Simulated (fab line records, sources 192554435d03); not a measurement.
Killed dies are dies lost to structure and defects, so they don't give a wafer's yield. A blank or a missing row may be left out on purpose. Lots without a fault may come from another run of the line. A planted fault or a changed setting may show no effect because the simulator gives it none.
fab line records | flow n5_finfet
record lots=4 wafers=12 last_day=18
route steps=1938 shown GATE_CUT@498 MOL_CONTACT_COAG@517 PASSIVATION@1936
lots that met no fault: from a run of the same line without faults
start_h: hours from the record's first day to the start of the lot's first wafer shown | wait_h: hours since the lot's step before | " the same as in the row above | L1.1+2: a row that stands for several wafers | - no value, or no start given | * or withheld: withheld | < > ~ a bound
route shown NAME@n: a module of which the file shows steps, and the number in the route of the first | usual: mean/standard deviation of fault-free wafers | same: alike in all rows | chamber/n: place in a boat | sites: the reading at each site | _std_site: their standard deviation | _edge_site: outer sites' mean less inner sites' | radius_mm: how far each site lies from the wafer's centre | mask NAME#n: copy n | behind: the tool/chamber that last shaped the wafer | hold: why the lot was held/for how many hours/how that ended | device: the transistor (n, p or np) that didn't switch | end of line: the same wafers' tests at the end of the route | a step without rows: its recipe alone | killed: dies lost to structure and defects at the first sort, not the wafer's yield | map: a wafer's dies, x killed, . not, _ none there
set.NAME: the setting as run; set.NAME@STEP: as run at that earlier step | model.NAME: the simulator's own value behind a step, which no gauge read
lots at some steps of the route; a table a step, a row a wafer
services: from which hour (start_h, from the record's first day; less than 0 if before it) a tool's chamber was out of use, for how many hours, and why
## steps
# step N5_GATE_CUT_STRIP_42
# recipe chemistry=O2 power_w=400 temp_c=40 pressure_mtorr=30 rf_frequency_hz=6e+07 bias_power_w=0 overash_fraction=0.3 o2_flow_sccm=225
# step N5_GATE_CUT_ETCH_19
# recipe chemistry=CH3F/O2 target=SiNx mask_material=SiO2 target_depth_a=537 time_s=76.7 pressure_mtorr=30 source_w=395 bias_w=73 Ar_flow_sccm=150 CH3F_flow_sccm=30 O2_flow_sccm=20 ion_energy_ev=120 ends=cleared
# step N5_GATE_CUT_CUT_ETCH_53
# recipe chemistry=SF6/Cl2 target=W mask_material=SiO2 target_depth_a=792 pressure_mtorr=8 icp_w=900 bias_w=80 SF6_flow_sccm=40 Cl2_flow_sccm=60 ends=cleared
# step N5_GATE_CUT_CUT_ETCH_54
# recipe chemistry=Cl2/BCl3 target=TiN mask_material=SiO2 target_depth_a=967 pressure_mtorr=10 icp_w=1000 bias_w=126 Cl2_flow_sccm=53.25 bcl3_flow_sccm=21.75 Ar_flow_sccm=25 ends=cleared
# step N5_GATE_CUT_CUT_ETCH_55
# recipe chemistry=BCl3 target=HfO2 mask_material=SiO2 target_depth_a=32 ion_energy_ev=30 pressure_mtorr=5 icp_w=450 bias_w=18 bcl3_flow_sccm=80
# step N5_GATE_CUT_ETCH_47
# recipe chemistry=Cl2/BCl3 target=SiO2 target_depth_a=100 pressure_mtorr=10 icp_w=1000 bias_w=126 Cl2_flow_sccm=53.25 bcl3_flow_sccm=21.75 Ar_flow_sccm=25
# step N5_GATE_CUT_VAPOR_ETCH_48
# recipe chemistry=BCl3/Cl2 target=TiN mode=isotropic
# step N5_GATE_CUT_VAPOR_ETCH_49
# recipe chemistry=BCl3/Cl2 target=TiAlC mode=isotropic
# step N5_GATE_CUT_VAPOR_ETCH_51
# recipe chemistry=BCl3/Cl2 target=HfO2 mode=isotropic
# step N5_GATE_CUT_STRIP_21
# recipe chemistry=N2/H2 time_s=30 power_w=1000 temp_c=250 pressure_mtorr=withheld n2_flow_sccm=1750 h2_flow_sccm=3250
# step N5_GATE_CUT_STRIP_29
# recipe chemistry=post_etch_residue_remover time_s=60 temp_c=25 remover_ph=withheld remover_water_wt_pct=withheld remover_fluoride_wt_pct=withheld
# step N5_GATE_CUT_SRD_52
# recipe dry=ipa_marangoni time_s=30 temp_c=23 rinse_liquid=diw
# step N5_GATE_CUT_ALD_22
# recipe material=SiNx target_thk_a=160 temp_c=400 ald_precursor_family=SiH2I2 ald_co_reactant=N2/H2-plasma pulse_time_s=1 ald_cycles=320 purge_time_s=2 co_reactant_purge_time_s=2 pressure_torr=2
# usual heater_power_w=830/74 precursor_pulse_height_rel=0.998/0.02
# columns lot.wafer tool chamber start_h wait_h heater_power_w precursor_pulse_height_rel since_wet_clean_h
L508.2 ald_sin-03 3 154.14 0.0 763 0.989 147
L508.4 " 1 " " 829 0.988 147
L508.6 " 3 " " 747 0.976 -
L514.2 ald_sin-04 2 186.38 1.8 867 1.059 284
L514.4 " 1 " " 770 0.991 284
L514.5 " 3 " " 868 1.009 -
L520.1 ald_sin-03 3 225.19 0.4 715 1.008 218
L520.4 " 3 " " 738 1.010 -
L520.6 " 0 " " 850 0.993 -
L519.1 ald_sin-03 2 226.65 1.4 903 1.014 219
L519.2 " 0 " " 858 1.019 219
L519.5 " 0 " " 850 1.022 -
# step N5_GATE_CUT_CMP_23
# recipe stop_on=SiO2 t_overpolish_s=23.4 post_cmp_clean=alkaline_brush down_force_psi=2.5 platen_rpm=51.8 pad_velocity_m_s=1.0307 target_thk_nm=16
# step N5_GATE_CUT_CMP_43
# recipe material=SiO2 post_cmp_clean=rinse_only
# step N5_GATE_CUT_CMP_61
# recipe stop_on=SiNx t_overpolish_s=3 post_cmp_clean=alkaline_brush down_force_psi=4 platen_rpm=27.09 pad_velocity_m_s=0.539
# step N5_MOL_CONTACT_COAG_COAT_103
# recipe resist=SOC temp_c=250 time_s=60 spin_rpm=1500 resist_thk_nm=80
# step N5_MOL_CONTACT_COAG_COAT_104
# recipe resist=SiARC temp_c=220 time_s=60 spin_rpm=1500 resist_thk_nm=12
# step N5_MOL_CONTACT_COAG_COAT_58
# recipe resist=underlayer temp_c=205 time_s=60 spin_rpm=1500 resist_thk_nm=10
# step N5_MOL_CONTACT_COAG_COAT_02
# recipe resist=CAR-EUV spin_rpm=1500 resist_thk_nm=30
# step N5_MOL_CONTACT_COAG_EBR_04
# recipe solvent=PGMEA ebr_width_mm=1.5
# step N5_MOL_CONTACT_COAG_SOFTBAKE_03
# recipe temp_c=110 time_s=60 resist=CAR-EUV
# step N5_MOL_CONTACT_COAG_EXPOSE_05
# recipe mask_id=CA na=0.33 source_shape=annular sigma_inner=0.4 sigma_outer=0.8 polarization=unpolarized defocus_nm=0 dose_mj=38.25
# step N5_MOL_CONTACT_COAG_PEB_06
# recipe peb_temp_c=100 peb_time_s=60 resist=CAR-EUV
# step N5_MOL_CONTACT_COAG_DEVELOP_07
# recipe develop_time_s=30 developer=TMAH resist=CAR-EUV rinse_liquid=surfactant_rinse dry=air_spin dev_temp_c=23
# step N5_MOL_CONTACT_COAG_DESCUM_13
# recipe chemistry=O2 time_s=7 source_power_w=50 bias_power_w=20 pressure_mtorr=20 rf_frequency_hz=2.712e+07 temp_c=40 resist=CAR-EUV o2_flow_sccm=225
# step N5_MOL_CONTACT_COAG_ETCH_59
# recipe chemistry=N2/H2 target=underlayer target_depth_a=130 mask_material=CAR-EUV time_s=10.4 ion_energy_ev=200 pressure_mtorr=30 source_w=840 bias_w=150 n2_flow_sccm=200 h2_flow_sccm=200 ends=cleared
# step N5_MOL_CONTACT_COAG_ETCH_105
# recipe chemistry=CF4 target=SiARC target_depth_a=156 mask_material=CAR-EUV time_s=26 ion_energy_ev=80 pressure_mtorr=40 source_w=545 bias_w=36 Ar_flow_sccm=100 cf4_flow_sccm=100 ends=cleared
# step N5_MOL_CONTACT_COAG_ETCH_106
# recipe chemistry=N2/H2 target=SOC target_depth_a=800 overetch_a=160 mask_material=SiARC temp_c=40 time_s=120 ion_energy_ev=200 pressure_mtorr=30 source_w=840 bias_w=150 n2_flow_sccm=200 h2_flow_sccm=200
# step N5_MOL_CONTACT_COAG_STRIP_107
# recipe chemistry=N2/H2 temp_c=40 n2_flow_sccm=200 h2_flow_sccm=200 rf_frequency_hz=6e+07
# step N5_MOL_CONTACT_COAG_STRIP_108
# recipe chemistry=N2/H2 temp_c=40 n2_flow_sccm=200 h2_flow_sccm=200 rf_frequency_hz=6e+07
# step N5_MOL_CONTACT_COAG_CONTACT_ETCH_14
# recipe chemistry=C4F6/O2 target=SiO2 target_depth_a=275 overetch_a=85 mask_material=SOC pressure_mtorr=30 source_w=370 bias_w=185 Ar_flow_sccm=300 C4F6_flow_sccm=16 O2_flow_sccm=10 time_s=20 ion_energy_ev=259.6
# step N5_MOL_CONTACT_COAG_STRIP_109
# recipe chemistry=C4F6/O2 resist=SiARC rf_frequency_hz=6e+07
# step N5_MOL_CONTACT_COAG_ETCH_15
# recipe chemistry=CH3F/O2 target=SiNx target_depth_a=70 mask_material=SOC stop_on=Si:P over_etch_frac=0.75 ion_energy_ev=120 pressure_mtorr=30 source_w=395 bias_w=73 Ar_flow_sccm=150 CH3F_flow_sccm=30 O2_flow_sccm=20
# step N5_MOL_CONTACT_COAG_ETCH_110
# recipe chemistry=CF4/O2 target=Si target_depth_a=25 time_s=8 pressure_mtorr=100 source_w=200 bias_w=12 ion_energy_ev=60 Ar_flow_sccm=100 cf4_flow_sccm=100 O2_flow_sccm=10
# step N5_MOL_CONTACT_COAG_STRIP_98
# recipe chemistry=N2/H2 power_w=500 temp_c=40 pressure_mtorr=50 rf_frequency_hz=6e+07 overash_fraction=0.3 bias_power_w=8 h2_frac=0.5 n2_flow_sccm=300 h2_flow_sccm=300
# step N5_PASSIVATION_PROBE_49
# usual killed_at_M0_to_M3=31/11 killed_at_M4_up=14/5.1 killed_at_contacts=12/5.6 killed_at_front_end=42/12 killed_at_other=3.8/2.9 killed_dies=103/18 killed_open=67/14 killed_short=33/8
# same gross_dies=1180 killed_at_back_side=0
# columns lot.wafer tool chamber start_h wait_h killed_at_M0_to_M3 killed_at_M4_up killed_at_contacts killed_at_front_end killed_at_other killed_dies killed_open killed_short
L520.1 prober-01 - 416.36 0.0 23 9 3 124 1 160 53 25
L520.4 prober-01 - 416.51 0.2 29 4 6 133 4 176 57 30
L520.6 prober-01 - 416.61 0.3 24 17 13 125 3 182 62 26
L519.1 prober-01 - 422.50 0.0 49 23 15 136 5 228 92 26
L519.2 prober-01 - 422.55 0.1 41 12 19 117 2 191 71 26
L519.5 prober-01 - 422.70 0.2 31 13 19 137 5 205 66 33
# killed by level:class
L520.1 GATE_CUT:unspecified=82 STI_FIN_REVEAL:geometric_particle:open=12 FIN_SAQP:geometric_particle:short=7 BEOL_M3:geometric_particle:open=7 BEOL_M2:geometric_particle:open=6 FIN_SAQP:geometric_particle:open=5 BEOL_M1:geometric_particle:open=4 STI_FIN_REVEAL:geometric_particle:short=3
L520.4 GATE_CUT:unspecified=88 STI_FIN_REVEAL:geometric_particle:open=12 BEOL_M0_SAQP:geometric_particle:open=9 BEOL_M2:geometric_particle:open=8 FIN_SAQP:geometric_particle:short=7 FIN_SAQP:geometric_particle:open=5 STI_FIN_REVEAL:geometric_particle:short=5 GATE_CUT:geometric_particle:short=4
L520.6 GATE_CUT:unspecified=90 BEOL_M2:geometric_particle:open=11 MOL_CONTACT_COAG:geometric_particle:open=10 BEOL_M4:geometric_particle:open=9 FIN_SAQP:geometric_particle:short=6 STI_FIN_REVEAL:geometric_particle:open=6 HKMG_FIN:area_etch=4 FIN_SAQP:geometric_particle:open=3
L519.1 GATE_CUT:unspecified=106 BEOL_M4:geometric_particle:open=14 MOL_CONTACT_COAG:geometric_particle:open=13 BEOL_M0_SAQP:geometric_particle:open=11 BEOL_M0:geometric_particle:open=10 BEOL_M3:geometric_particle:open=8 FIN_SAQP:geometric_particle:open=7 BEOL_M1:geometric_particle:open=6
L519.2 GATE_CUT:unspecified=91 MOL_CONTACT_COAG:geometric_particle:open=15 BEOL_M2:geometric_particle:open=11 BEOL_M1:geometric_particle:open=9 BEOL_M3:geometric_particle:open=8 BEOL_M0_SAQP:geometric_particle:short=7 FIN_SAQP:geometric_particle:open=6 DUMMY_GATE:geometric_particle:open=5
L519.5 GATE_CUT:unspecified=94 MOL_CONTACT_COAG:geometric_particle:open=17 HKMG_FIN:area_etch=12 STI_FIN_REVEAL:geometric_particle:open=9 BEOL_M0_SAQP:geometric_particle:short=8 BEOL_M0_SAQP:geometric_particle:open=7 BEOL_M1:geometric_particle:open=7 FIN_SAQP:geometric_particle:open=5
# map L519.1 (x killed, . not)
_________________............________________
______________...........x....x._____________
___________xx...........x......xx..__________
__________...x.x.x.................._________
________....x.....xx...x.............._______
_______.x.xx.xxxxxxx..x................______
______.x.xxxxxxxxxxxx................x.._____
_____.x..x.xxxxxxxx.x................x...____
____.....xxxxxxxxxxxxxxxx......xx......x..___
___xx....xxxxxxxxxxxxx.xx.....x.....x......__
___........xxxxxxxxxx.x........x...........__
__......xx.xxxxxxxxxxxxx..x.x..............._
__....x.x.x.x.xxxxxx.............x......x..._
_x.......x...xxxxxxxxx...x..x...x....x.......
_........x..x.xxxxx..........................
_.....x.........xx.....xxx............x....x.
_......x........x...................x.x....x.
_..xx..............x.............x...........
_.....x............x........x......x.........
_............x...............x...............
_.....x......x........................x......
__......x.x.........................x......._
__...x..........xx.......x........x......x.._
___....xx.xxx.......x.x............x.x..x..__
___.x.........xx..x...x...xx...............__
____................x.....................___
_____x.......x.................x....x....____
______.......x...x............x.......x._____
_______x.......x.......................______
________.....xx...x....x.....xx......._______
__________..............x.......x..._________
___________............x.x.......x.__________
______________...........x.....x_____________
_________________............________________
# map L520.6 (x killed, . not)
_________________..x..x..x...________________
______________.........x........_____________
___________..............x.........__________
__________.............x..........x._________
________.................x..x.x......x_______
_______................................______
______...x....x........................._____
_____....................................____
____.........x.......x................xx..___
___.......x...x..........xx.....xx.........__
___..........x..................x..........__
__.....................x...................._
__..x........x....................x........._
_.......x....x....xx.x............x.........x
_..x.....................................x...
_..x.............x.x......x......x......xx...
_.xx.x..x........x...........x....x.....x.x..
_x..x......x.................................
_......x...................x..........x......
_.x..................x..x.......x............
_.....x.....x............................x...
__....x.........x...............x..x........_
__.......x...x...xx.....x..................._
___..........x.x......x..x.................__
___x.....xxxxxx..x..x.....................x__
____..xxxxxxxxxxxxx......................x___
_____...xxxxxxxx.x...x....x..............____
______x.xxxxxxxxxx.x..x................._____
_______xxxxxxxxxxxxx.x........x........______
________xxxxxxxxxx..x............x...x_______
__________xxxxxxxxx..x..x..........._________
___________xxxxxxx.xx........x.....__________
______________xxx...........xx.._____________
_________________............________________
## services
# columns tool chamber start_h hours kind
ald_sin-03 1 155.05 4.3 repair
ald_sin-04 3 161.32 9.1 repair
ald_sin-03 3 212.51 5.3 repair
ald_sin-03 1 221.01 18.6 repair
ald_sin-04 1 221.87 4.1 repair
## key
first_sign step=N5_PASSIVATION_PROBE_49 reading=killed_at_front_end direction=up sigmas=7 usual=42 struck=129
effect step=N5_PASSIVATION_PROBE_49 reading=killed_dies direction=up sigmas=4.8 usual=103 struck=190
more_kills_born_at N5_GATE_CUT_ALD_22@ald_sin-03=551
met_at N5_GATE_CUT_ALD_22
struck_wafers L519.1,L519.2,L519.5,L520.1,L520.4,L520.6
tester_left_out L519,L520
baseline_loss step=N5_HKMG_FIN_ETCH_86 wafers=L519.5
onset_between 154.14 225.19
also_fits time
fault kind=chamber_particle_source tool=ald_sin-03 chamber=- onset_h=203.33 steps=N5_GATE_CUT_ALD_22 rate_per_visit_cm2=0.53818 end_h=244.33
# tester_left_out: of these lots the tester's yield and bins aren't shown, on N5 and GAA mostly nor the transistor test; their killed dies are dies lost to structure and defects alone, not to doping, threshold or leakage, so they don't give the yield
# baseline_loss: these wafers lose ten dies or more at that step, a loss of the line's own and not of a fault; the sort's usual values leave them out
